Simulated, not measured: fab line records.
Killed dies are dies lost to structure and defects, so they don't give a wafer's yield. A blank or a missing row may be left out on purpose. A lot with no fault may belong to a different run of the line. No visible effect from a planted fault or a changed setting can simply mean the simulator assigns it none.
fab line records	flow n5_finfet	part 1 of 2: steps 1 to 22 of 36
[record] lots = 5	wafers = 15	last_day = 19
route steps=1938 shown MOL_CONTACT_COAG@537
lots untouched by any fault: they come from a run of this same line in which no faults occurred
start_h: start of the lot's first displayed wafer, in hours after the record's first day	wait_h: hours elapsed since this lot's preceding step	" identical to the entry in the row above	L1.1+2: several wafers, shown together as one row	- either no value or no given start	* or withheld: withheld	< > ~ a bound
route shown NAME@n: names a module that has steps shown in the file, with the first one's number in the route	usual: mean and standard deviation over wafers with no fault	same: alike in all rows	chamber/n: place in a boat	sites: the reading at each site	_std_site: standard deviation across them	_edge_site: mean of outer sites minus mean of inner sites	radius_mm: for every site, how far away it sits from the centre of the wafer	mask NAME#n: copy n	behind: tool/chamber where the wafer was last shaped	hold: the reason the lot was held/the length of the hold in hours/how it ended	device: whichever transistor did not switch (one of n, p or np)	end of line: the same wafers' tests at the end of the route	for a step that has no rows: nothing shown but its recipe	killed: dies that structure and defects cost at the first sort, which is not the same as the wafer's yield	map: per-die view of a wafer (x killed, . not killed, _ where there is no die)
set.NAME: setting as actually run; set.NAME@STEP: the setting as run at that earlier step	model.NAME: the simulator's own value behind a step, which no gauge read
a table for each step, a row for each wafer; lots at some steps of the route
services: the hour from which a tool's chamber was out of use, counted from the record's first day as start_h (under 0 if before that day), plus the number of hours and why
[[steps]]
[step N5_MOL_CONTACT_COAG_ETCH_15]
[recipe] chemistry = CH3F/O2	target = SiNx	target_depth_a = 70	mask_material = SOC	stop_on = Si:P	over_etch_frac = 0.75	ion_energy_ev = 120	pressure_mtorr = 30	source_w = 395	bias_w = 73	Ar_flow_sccm = 150	CH3F_flow_sccm = 30	O2_flow_sccm = 20
[usual] drypump_motor_current_A = 5.9/0.42	oes_product_au = 0.58/0.058	rf_vpp_V = 299/9.8	showerhead_plenum_p_Torr = 2.04/0.062	throttle_valve_pct = 16.26/0.16
lot.wafer	tool	chamber	start_h	wait_h	drypump_motor_current_A	oes_product_au	rf_hours_counter_h	rf_vpp_V	showerhead_plenum_p_Torr	throttle_valve_pct
L076.1	rie_diel-04	2	102.49	0.0	5.7	0.61	70	313	2.02	16.09
L076.3	"	3	"	"	5.7	0.52	216	305	2.05	16.36
L076.4	"	1	"	"	6.3	0.70	11	289	2.06	16.28
L079.1	rie_diel-04	1	120.50	0.0	6.3	0.68	17	289	2.06	16.30
L079.5	"	2	"	"	5.7	0.59	-	313	2.02	16.11
L079.6	"	3	"	"	5.6	0.52	-	305	2.05	16.36
L086.1	rie_diel-01	2	165.68	0.0	5.5	0.55	168	303	2.00	16.22
L086.2	"	3	"	"	6.4	0.55	162	302	1.99	16.05
L086.4	"	1	"	"	6.0	0.50	226	302	1.96	16.50
L089.3	rie_diel-04	0	180.82	0.0	5.1	0.50	242	281	1.95	16.52
L089.4	"	1	"	"	6.3	0.65	39	287	2.05	16.35
L089.6	"	2	"	"	5.7	0.58	-	314	2.01	16.13
L092.1	rie_diel-04	1	195.29	0.0	6.3	0.65	44	289	2.05	16.36
L092.2	"	2	"	"	5.7	0.58	103	313	2.01	16.13
L092.4	"	3	"	"	5.6	0.50	250	305	2.04	16.42
[step N5_MOL_CONTACT_COAG_ETCH_110]
[recipe] chemistry = CF4/O2	target = Si	target_depth_a = 25	time_s = 8	pressure_mtorr = 100	source_w = 200	bias_w = 12	ion_energy_ev = 60	Ar_flow_sccm = 100	cf4_flow_sccm = 100	O2_flow_sccm = 10
[usual] drypump_motor_current_A = 5.9/0.42	oes_product_au = 0.79/0.078	rf_vpp_V = 128/5	showerhead_plenum_p_Torr = 2.26/0.056	throttle_valve_pct = 10.69/0.24
lot.wafer	tool	chamber	start_h	wait_h	drypump_motor_current_A	oes_product_au	rf_hours_counter_h	rf_vpp_V	showerhead_plenum_p_Torr	throttle_valve_pct
L076.1	rie_diel-04	2	102.55	0.0	5.7	0.82	70	137	2.26	10.50
L076.3	"	3	"	"	5.7	0.74	216	131	2.28	10.90
L076.4	"	1	"	"	6.3	0.94	11	122	2.27	10.49
L079.1	rie_diel-04	1	120.56	0.0	6.3	0.93	17	124	2.27	10.51
L079.5	"	2	"	"	5.7	0.81	-	134	2.26	10.53
L079.6	"	3	"	"	5.7	0.74	-	130	2.28	10.92
L086.1	rie_diel-01	2	165.74	0.0	5.5	0.74	168	131	2.22	10.71
L086.2	"	3	"	"	6.5	0.74	162	132	2.21	10.61
L086.4	"	1	"	"	5.9	0.68	226	130	2.20	11.11
L089.3	rie_diel-04	0	180.88	0.0	5.1	0.68	242	119	2.18	11.16
L089.4	"	1	"	"	6.3	0.88	39	123	2.26	10.57
L089.6	"	2	"	"	5.7	0.79	-	137	2.25	10.58
L092.1	rie_diel-04	1	195.35	0.0	6.3	0.88	44	123	2.26	10.57
L092.2	"	2	"	"	5.7	0.79	103	136	2.25	10.61
L092.4	"	3	"	"	5.6	0.71	250	130	2.27	10.98
[step N5_MOL_CONTACT_COAG_STRIP_98]
[recipe] chemistry = N2/H2	power_w = 500	temp_c = 40	pressure_mtorr = 50	rf_frequency_hz = 6e+07	overash_fraction = 0.3	bias_power_w = 8	h2_frac = 0.5	n2_flow_sccm = 300	h2_flow_sccm = 300
[usual] drypump_motor_current_A = 5.9/0.42	oes_product_au = 0.79/0.084	power_w = 499.8/1.5	rf_vpp_V = 54.3/1.5	showerhead_plenum_p_Torr = 3.43/0.091	throttle_valve_pct = 19.0/0.43
lot.wafer	tool	chamber	start_h	wait_h	drypump_motor_current_A	oes_product_au	power_w	rf_hours_counter_h	rf_vpp_V	showerhead_plenum_p_Torr	throttle_valve_pct
L076.1	rie_diel-04	2	102.60	0.0	5.7	0.82	500.6	70	54.0	3.38	18.7
L076.3	"	3	"	"	5.7	0.71	501.3	216	56.5	3.46	18.8
L076.4	"	1	"	"	6.3	0.97	501.4	11	55.0	3.46	19.6
L079.1	rie_diel-04	1	120.61	0.0	6.3	0.96	500.7	17	53.6	3.45	19.6
L079.5	"	2	"	"	5.7	0.83	502.6	-	55.0	3.38	18.7
L079.6	"	3	"	"	5.7	0.70	498.1	-	55.2	3.46	18.8
L086.1	rie_diel-01	2	165.79	0.0	5.6	0.74	500.3	168	55.0	3.36	18.8
L086.2	"	3	"	"	6.5	0.76	498.5	162	54.7	3.35	18.7
L086.4	"	1	"	"	6.0	0.69	503.6	226	56.3	3.30	19.4
L089.3	rie_diel-04	0	180.93	0.0	5.1	0.68	503.2	242	49.7	3.32	19.3
L089.4	"	1	"	"	6.3	0.92	497.4	39	54.9	3.44	19.6
L089.6	"	2	"	"	5.7	0.79	497.4	-	55.2	3.37	18.8
L092.1	rie_diel-04	1	195.40	0.0	6.3	0.89	500.5	44	55.7	3.44	19.6
L092.2	"	2	"	"	5.7	0.80	498.5	103	52.9	3.36	18.8
L092.4	"	3	"	"	5.7	0.69	497.8	250	56.3	3.44	18.9
[step N5_MOL_CONTACT_COAG_CD_MEAS_99]
[recipe] target_cd_nm = 17.2	polarity = opening
[usual] cd_nm = 17.1/0.39
lot.wafer	tool	chamber	start_h	wait_h	cd_nm
L076.1	cd_sem-02	-	102.67	-	16.9
L076.3	"	-	"	"	17.8
L076.4	"	-	"	"	16.7
L079.1	cd_sem-03	-	120.68	-	16.2
L079.5	"	-	"	"	17.4
L079.6	"	-	"	"	17.0
L086.1	cd_sem-03	-	165.86	-	17.8
L086.2	"	-	"	"	17.3
L086.4	"	-	"	"	17.0
L089.3	cd_sem-03	-	181.00	-	17.4
L089.4	"	-	"	"	16.9
L089.6	"	-	"	"	17.1
L092.1	cd_sem-01	-	195.47	-	16.8
L092.2	"	-	"	"	17.3
L092.4	"	-	"	"	17.3
[step N5_MOL_CONTACT_COAG_IMPLANT_129]
[recipe] species = Ge	energy_kev = 3	dose_cm2 = 6e+14	tilt_deg = 0	rotation_deg = 0
[usual] dose_ions_cm2 = 6.001e+14/6.9e+11
lot.wafer	tool	chamber	start_h	wait_h	dose_ions_cm2
L076.1	implanter-02	0	102.71	0.0	6.016e+14
L076.3	"	0	"	"	6.007e+14
L076.4	"	0	"	"	6.003e+14
L079.1	implanter-01	0	120.71	0.0	5.996e+14
L079.5	"	0	"	"	6.011e+14
L079.6	"	0	"	"	6.001e+14
L086.1	implanter-02	0	165.89	0.0	6.003e+14
L086.2	"	0	"	"	6.004e+14
L086.4	"	0	"	"	5.995e+14
L089.3	implanter-01	0	181.09	0.1	6.005e+14
L089.4	"	0	"	"	6.011e+14
L089.6	"	0	"	"	6.007e+14
L092.1	implanter-01	0	195.50	0.0	6.005e+14
L092.2	"	0	"	"	6e+14
L092.4	"	0	"	"	6.006e+14
[step N5_MOL_CONTACT_COAG_PRECLEAN_111]
[recipe] chemistry = NF3:NH3	afs_cycles = 1	temp_c = 30	time_s = 20	sublimation_temp_c = 180	sublimation_time_s = 60	pressure_torr = 3	rf_power_w = 30
[usual] sublimation_temp_c = 179.95/0.14
lot.wafer	tool	chamber	start_h	wait_h	sublimation_temp_c
L076.1	remote_plasma-02	1	103.48	0.7	179.93
L076.3	"	1	"	"	180.20
L076.4	"	1	"	"	180.03
L079.1	remote_plasma-01	1	120.93	0.2	180.09
L079.5	"	1	"	"	179.90
L079.6	"	1	"	"	179.84
L086.1	remote_plasma-01	0	166.13	0.2	180.02
L086.2	"	0	"	"	180.10
L086.4	"	0	"	"	180.09
L089.3	remote_plasma-01	1	182.39	1.3	179.95
L089.4	"	1	"	"	180.03
L089.6	"	1	"	"	179.87
L092.1	remote_plasma-01	1	195.72	0.2	179.83
L092.2	"	1	"	"	180.04
L092.4	"	1	"	"	179.83
[step N5_MOL_CONTACT_COAG_TI_SIL_19]
[recipe] material = Ti	target_thk_a = 42	temp_c = 200	chamber_pressure_pa = 5	power_w = 5000	time_s = 15
[usual] throttle_valve_pct = 30.2/1.1
lot.wafer	tool	chamber	start_h	wait_h	throttle_valve_pct
L076.1	pvd_sputter-01	-	105.53	2.0	30.0
L076.3	"	-	"	"	31.6
L076.4	"	-	"	"	32.1
L079.1	pvd_sputter-03	-	121.22	0.3	28.2
L079.5	"	-	"	"	28.4
L079.6	"	-	"	"	32.2
L086.1	pvd_sputter-01	-	166.45	0.3	31.5
L086.2	"	-	"	"	30.0
L086.4	"	-	"	"	32.1
L089.3	pvd_sputter-03	-	182.61	0.2	28.4
L089.4	"	-	"	"	31.8
L089.6	"	-	"	"	28.8
L092.1	pvd_sputter-01	-	196.02	0.3	31.6
L092.2	"	-	"	"	31.8
L092.4	"	-	"	"	28.9
[step N5_MOL_CONTACT_COAG_ALD_20]
[recipe] material = TiN	target_thk_a = 15	temp_c = 400	ald_precursor_family = TiCl4	ald_co_reactant = NH3	pulse_time_s = 1	purge_time_s = 3	co_reactant_purge_time_s = 2	co_reactant_pulse_time_s = 2	ald_cycles = 68	pressure_torr = 3
[usual] heater_power_w = 917/97	precursor_pulse_height_rel = 0.999/0.021
lot.wafer	tool	chamber	start_h	wait_h	heater_power_w	precursor_pulse_height_rel
L076.1	ald_metal-04	0	105.65	0.1	1094	0.997
L076.3	"	3	"	"	968	0.985
L076.4	"	2	"	"	969	0.985
L079.1	ald_metal-01	2	121.34	0.1	821	0.968
L079.5	"	3	"	"	948	0.995
L079.6	"	0	"	"	804	0.951
L086.1	ald_metal-04	3	166.57	0.1	975	1.027
L086.2	"	0	"	"	1067	0.996
L086.4	"	1	"	"	863	1.033
L089.3	ald_metal-04	1	182.73	0.1	891	1.012
L089.4	"	0	"	"	1105	1.024
L089.6	"	0	"	"	1095	0.997
L092.1	ald_metal-04	1	196.14	0.1	884	1.012
L092.2	"	2	"	"	954	1.045
L092.4	"	3	"	"	1005	0.991
[step N5_MOL_CONTACT_COAG_SIL_ANNEAL_21]
[recipe] temp_c = 550	time_s = 60	ambient = N2
[usual] lamp_power_pct = 6.86/0.031	wafer_temp_C_max = 552.2/0.5
lot.wafer	tool	chamber	start_h	wait_h	lamp_power_pct	wafer_temp_C_max
L076.1	rtp_anneal-01	0	106.19	0.4	6.89	551.8
L076.3	"	0	"	"	6.88	551.9
L076.4	"	0	"	"	6.88	552.1
L079.1	rtp_anneal-01	0	121.72	0.2	6.89	552.0
L079.5	"	0	"	"	6.88	552.5
L079.6	"	0	"	"	6.88	551.9
L086.1	rtp_anneal-01	0	167.00	0.3	6.87	552.4
L086.2	"	0	"	"	6.88	551.3
L086.4	"	0	"	"	6.88	552.6
L089.3	rtp_anneal-01	0	183.19	0.3	6.87	553.3
L089.4	"	0	"	"	6.88	552.3
L089.6	"	0	"	"	6.88	551.8
L092.1	rtp_anneal-01	0	196.51	0.2	6.88	551.7
L092.2	"	0	"	"	6.89	552.6
L092.4	"	0	"	"	6.88	551.6
[step N5_MOL_CONTACT_COAG_PRE_CLEAN_141]
[recipe] gas = H2/He	time_s = 60	temp_c = 300
[usual] heater_power_w = 459/60
lot.wafer	tool	chamber	start_h	wait_h	heater_power_w
L076.1	pvd_sputter-02	-	106.81	0.6	434
L076.3	"	-	"	"	434
L076.4	"	-	"	"	575
L079.1	pvd_sputter-02	-	122.05	0.3	574
L079.5	"	-	"	"	442
L079.6	"	-	"	"	430
L086.1	pvd_sputter-01	-	168.95	1.9	436
L086.2	"	-	"	"	425
L086.4	"	-	"	"	565
L089.3	pvd_sputter-03	-	185.65	2.4	440
L089.4	"	-	"	"	484
L089.6	"	-	"	"	553
L092.1	pvd_sputter-03	-	197.18	0.6	495
L092.2	"	-	"	"	426
L092.4	"	-	"	"	535
[step N5_MOL_CONTACT_COAG_SPUTTER_143]
[recipe] material = Co	target_thk_a = 25	temp_c = 25	chamber_pressure_pa = 0.2
[usual] throttle_valve_pct = 30.2/1.2
lot.wafer	tool	chamber	start_h	wait_h	throttle_valve_pct
L076.1	pvd_sputter-02	-	106.87	0.0	30.3
L076.3	"	-	"	"	30.5
L076.4	"	-	"	"	30.7
L079.1	pvd_sputter-02	-	122.11	0.0	30.5
L079.5	"	-	"	"	30.8
L079.6	"	-	"	"	30.6
L086.1	pvd_sputter-01	-	169.01	0.0	28.7
L086.2	"	-	"	"	31.5
L086.4	"	-	"	"	31.8
L089.3	pvd_sputter-03	-	185.71	0.0	28.8
L089.4	"	-	"	"	32.1
L089.6	"	-	"	"	30.0
L092.1	pvd_sputter-03	-	197.24	0.0	32.2
L092.2	"	-	"	"	28.5
L092.4	"	-	"	"	29.9
[step N5_MOL_CONTACT_COAG_CO_FILL_22]
[recipe] material = Co	target_thk_a = 200	temp_c = 200	precursor = CCTBA/H2	pressure_torr = 30
[usual] heater_power_w = 240/24
lot.wafer	tool	chamber	start_h	wait_h	heater_power_w
L076.1	cvd_co-02	1	106.99	0.1	240
L076.3	"	2	"	"	275
L076.4	"	0	"	"	256
L079.1	cvd_co-02	1	122.23	0.1	247
L079.5	"	0	"	"	254
L079.6	"	2	"	"	287
L086.1	cvd_co-02	1	169.13	0.1	240
L086.2	"	0	"	"	258
L086.4	"	1	"	"	244
L089.3	cvd_co-01	0	185.83	0.1	210
L089.4	"	0	"	"	208
L089.6	"	2	"	"	215
L092.1	cvd_co-01	1	197.36	0.1	240
L092.2	"	2	"	"	221
L092.4	"	2	"	"	220
[step N5_MOL_CONTACT_COAG_ANNEAL_113]
[recipe] temp_c = 400	time_s = 300	ambient = H2/N2
[usual] lamp_power_pct = 2.939/0.014	wafer_temp_C_max = 401.5/0.37
lot.wafer	tool	chamber	start_h	wait_h	lamp_power_pct	wafer_temp_C_max
L076.1	rtp_anneal-02	0	107.69	0.4	2.930	401.2
L076.3	"	0	"	"	2.930	400.7
L076.4	"	0	"	"	2.932	401.4
L079.1	rtp_anneal-02	0	123.03	0.5	2.927	401.5
L079.5	"	0	"	"	2.931	401.3
L079.6	"	0	"	"	2.933	402.3
L086.1	rtp_anneal-01	0	169.79	0.4	2.959	401.4
L086.2	"	0	"	"	2.953	401.4
L086.4	"	0	"	"	2.962	401.2
L089.3	rtp_anneal-01	0	186.74	0.6	2.961	401.4
L089.4	"	0	"	"	2.959	401.2
L089.6	"	0	"	"	2.962	401.6
L092.1	rtp_anneal-02	0	198.07	0.4	2.927	401.5
L092.2	"	0	"	"	2.928	401.0
L092.4	"	0	"	"	2.934	401.2
[step N5_MOL_CONTACT_COAG_PRE_CLEAN_142]
[recipe] gas = H2/He	time_s = 60	temp_c = 300
[usual] heater_power_w = 465/65
lot.wafer	tool	chamber	start_h	wait_h	heater_power_w
L076.1	pvd_sputter-03	-	109.38	1.5	554
L076.3	"	-	"	"	475
L076.4	"	-	"	"	443
L079.1	pvd_sputter-02	-	128.34	5.2	379
L079.5	"	-	"	"	437
L079.6	"	-	"	"	419
L086.1	pvd_sputter-01	-	171.13	1.2	434
L086.2	"	-	"	"	427
L086.4	"	-	"	"	384
L089.3	pvd_sputter-01	-	188.76	1.9	391
L089.4	"	-	"	"	425
L089.6	"	-	"	"	438
L092.1	pvd_sputter-02	-	201.49	3.3	377
L092.2	"	-	"	"	439
L092.4	"	-	"	"	573
[step N5_MOL_CONTACT_COAG_SPUTTER_130]
[recipe] material = Co	target_thk_a = 475	temp_c = 25	chamber_pressure_pa = 0.5	power_w = 3000
[usual] throttle_valve_pct = 30.3/1.2
lot.wafer	tool	chamber	start_h	wait_h	throttle_valve_pct
L076.1	pvd_sputter-03	-	109.44	0.0	29.7
L076.3	"	-	"	"	32.1
L076.4	"	-	"	"	28.8
L079.1	pvd_sputter-02	-	128.40	0.0	29.0
L079.5	"	-	"	"	30.5
L079.6	"	-	"	"	30.2
L086.1	pvd_sputter-01	-	171.19	0.0	28.9
L086.2	"	-	"	"	31.7
L086.4	"	-	"	"	30.2
L089.3	pvd_sputter-01	-	188.82	0.0	30.0
L089.4	"	-	"	"	31.7
L089.6	"	-	"	"	31.5
L092.1	pvd_sputter-02	-	201.55	0.0	29.0
L092.2	"	-	"	"	30.3
L092.4	"	-	"	"	30.7
[step N5_MOL_CONTACT_COAG_PRECLEAN_125]
[recipe] chemistry = DIW	time_s = 57.5	temp_c = 23
lot.wafer	tool	chamber	start_h	wait_h
L076.1+3+4	wet_bench-06	1,6,0	109.57	0.1
L079.1+5+6	wet_bench-06	7,2,6	128.53	0.1
L086.1+2+4	wet_bench-06	0,1,6	171.32	0.1
L089.3+4+6	wet_bench-06	7,4,3	188.95	0.1
L092.1+2+4	wet_bench-04	5,3,4	201.68	0.1
[step N5_MOL_CONTACT_COAG_SRD_126]
[recipe] dry_time_s = 32	dry = n2_spin	spin_rpm = 1500
[same] dry_time_s = 32
lot.wafer	tool	chamber	start_h	wait_h
L076.1+3+4	wet_bench-06	1,6,0	109.59	0.0
L079.1+5+6	wet_bench-06	7,2,6	128.57	0.0
L086.1+2+4	wet_bench-06	0,1,6	171.34	0.0
L089.3+4+6	wet_bench-06	7,4,3	188.96	0.0
L092.1+2+4	wet_bench-04	5,3,4	201.70	0.0
[step N5_MOL_CONTACT_COAG_CMP_23]
[recipe] stop_on = SiO2	t_overpolish_s = 1.5	post_cmp_clean = cu_alkaline	down_force_psi = 2	platen_rpm = 50.289	pad_velocity_m_s = 1.0006	target_thk_nm = 0
[usual] motor_current_A = 8.1/0.63	overpolish_run_s = 1.499/0.0084	time_to_endpoint_s = 9/3.2
lot.wafer	tool	chamber	start_h	wait_h	motor_current_A	overpolish_run_s	time_to_endpoint_s
L076.4	cmp-03	3	109.62	0.0	8.6	1.495	7
L076.1	"	0	"	"	8.7	1.495	7
L076.3	"	1	"	"	8.5	1.502	12
L079.1	cmp-01	1	128.72	0.1	8.9	1.490	15
L079.6	"	2	"	"	7.5	1.490	10
L079.5	"	3	"	"	6.3	1.507	9
L086.2	cmp-03	2	171.37	0.0	7.5	1.495	7
L086.4	"	3	"	"	8.8	1.492	6
L086.1	"	1	"	"	8.1	1.477	11
L089.3	cmp-01	0	189.03	0.1	8.5	1.510	14
L089.4	"	1	"	"	9.2	1.512	15
L089.6	"	0	"	"	8.8	1.505	15
L092.4	cmp-03	0	201.88	0.2	8.9	1.491	8
L092.2	"	1	"	"	8.3	1.491	13
L092.1	"	2	"	"	7.5	1.483	8
[step N5_MOL_CONTACT_COAG_WET_ETCH_26]
[recipe] target = Co	target_depth_nm = 13
lot.wafer	tool	chamber	start_h	wait_h
L076.1+3+4	wet_bench-04	6,7,0	109.97	0.0
L079.1+5+6	wet_bench-06	7,2,3	128.96	0.0
L086.1+2+4	wet_bench-04	3,4,6	171.72	0.0
L089.3+4+6	wet_bench-06	4,1,7	189.35	0.0
L092.1+2+4	wet_bench-06	7,3,4	202.19	0.0
[step N5_MOL_CONTACT_COAG_WET_ETCH_116]
[recipe] chemistry = SC1-inhibited	target_depth_nm = 4.6	dry = ipa_marangoni	rinse_time_s = 30	rinse_temp_c = 23
lot.wafer	tool	chamber	start_h	wait_h
L076.1+3+4	wet_bench-04	6,7,0	110.12	0.0
L079.1+5+6	wet_bench-06	7,2,3	129.26	0.0
L086.1+2+4	wet_bench-04	3,4,6	171.87	0.0
L089.3+4+6	wet_bench-06	4,1,7	189.50	0.0
L092.1+2+4	wet_bench-06	7,3,4	202.34	0.0
[step N5_MOL_CONTACT_COAG_ALD_27]
[recipe] material = SiOC	target_thk_a = 170	temp_c = 400	ald_precursor_family = carbosiloxane	ald_co_reactant = H2-plasma	pulse_time_s = 1.5	time_s = 2720	purge_time_s = 2	co_reactant_purge_time_s = 2	ald_cycles = 340	pressure_torr = 2
[usual] heater_power_w = 881/110	precursor_pulse_height_rel = 0.998/0.022
lot.wafer	tool	chamber	start_h	wait_h	heater_power_w	precursor_pulse_height_rel
L076.1	ald_sin-04	2	110.44	0.0	950	1.041
L076.3	"	0	"	"	769	1.012
L076.4	"	3	"	"	813	0.985
L079.1	ald_sin-04	2	129.87	0.0	946	0.986
L079.5	"	0	"	"	762	1.014
L079.6	"	3	"	"	805	1.056
L086.1	ald_sin-01	0	172.92	0.8	941	0.991
L086.2	"	2	"	"	1082	0.991
L086.4	"	3	"	"	893	0.994
L089.3	ald_sin-01	1	189.82	0.0	731	1.042
L089.4	"	2	"	"	1095	1.020
L089.6	"	1	"	"	724	0.989
L092.1	ald_sin-01	3	202.67	0.0	894	1.003
L092.2	"	1	"	"	750	1.001
L092.4	"	2	"	"	1079	1.036
[step N5_MOL_CONTACT_COAG_CMP_28]
[recipe] stop_on = SiNx	t_overpolish_s = 0.85	post_cmp_clean = alkaline_brush	down_force_psi = 4.15	platen_rpm = 51.8	pad_velocity_m_s = 1.0307	target_thk_nm = 14.522
[usual] motor_current_A = 12.5/1.1	time_to_endpoint_s = 4/3.2
lot.wafer	tool	chamber	start_h	wait_h	motor_current_A	time_to_endpoint_s
L076.4	cmp-01	0	112.01	0.8	12.8	9
L076.3	"	2	"	"	11.8	4
L076.1	"	3	"	"	10.1	4
L079.1	cmp-03	0	131.51	0.9	13.3	1
L079.5	"	2	"	"	12.0	0
L079.6	"	3	"	"	13.8	1
L086.4	cmp-01	1	174.49	0.8	13.7	10
L086.2	"	2	"	"	11.4	4
L086.1	"	3	"	"	10.3	2
L089.3	cmp-01	0	191.39	0.8	13.4	7
L089.4	"	3	"	"	10.1	3
L089.6	"	1	"	"	13.5	9
L092.4	cmp-04	3	204.24	0.8	12.2	3
L092.2	"	0	"	"	12.3	4
L092.1	"	1	"	"	13.1	0
